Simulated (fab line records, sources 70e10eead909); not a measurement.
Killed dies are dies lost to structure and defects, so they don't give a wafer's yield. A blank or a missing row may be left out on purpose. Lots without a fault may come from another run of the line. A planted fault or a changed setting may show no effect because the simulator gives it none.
Chamber matching | flow nand_harc | NHARC_A_STAIRCASE_STRIP_476 on rie_diel-08: 4 sister chambers
The step strips in O2, time 20 s. 4 wafers are shown with their chamber, then 10 later ones without.

WAFERS WITH THEIR CHAMBER
wafer  | chamber | showerhead_plenum_p_Torr (Torr)
L085.4 | 1       | 3.61
L085.6 | 0       | 3.66
L091.1 | 3       | 3.42
L091.3 | 2       | 3.36

WAFERS WITHOUT THEIR CHAMBER
wafer  | showerhead_plenum_p_Torr (Torr)
L091.6 | 3.60
L090.1 | 3.66
L090.5 | 3.36
L090.6 | 3.42
L093.1 | 3.65
L093.2 | 3.60
L093.4 | 3.35
L097.3 | 3.60
L097.5 | 3.60
L097.6 | 3.65

WHICH CHAMBER EACH WENT THROUGH
wafer  | from the rows above | in truth
L091.6 | 1                   | 1
L090.1 | 0                   | 0
L090.5 | 2                   | 2
L090.6 | 3                   | 3
L093.1 | 0                   | 0
L093.2 | 1                   | 1
L093.4 | 2                   | 2
L097.3 | 1                   | 1
L097.5 | 1                   | 1
L097.6 | 0                   | 0
Placed correctly: 10 of 10. Can't be placed from these rows: 0. Placed wrongly: 0.
How it was worked out, from the rows above alone: a wafer's distance from a chamber is the root of the sum, over the readings, of the square of ((its reading less the chamber's mean) divided by the reading's scatter). The wafer belongs to the nearest chamber; if the next one is less than 2 further off, it can't be placed. A chamber's mean is the mean of its shown wafers. The scatter: with one shown wafer a chamber, the root of the mean of the squares of how far each hidden wafer lies from its nearest shown one.
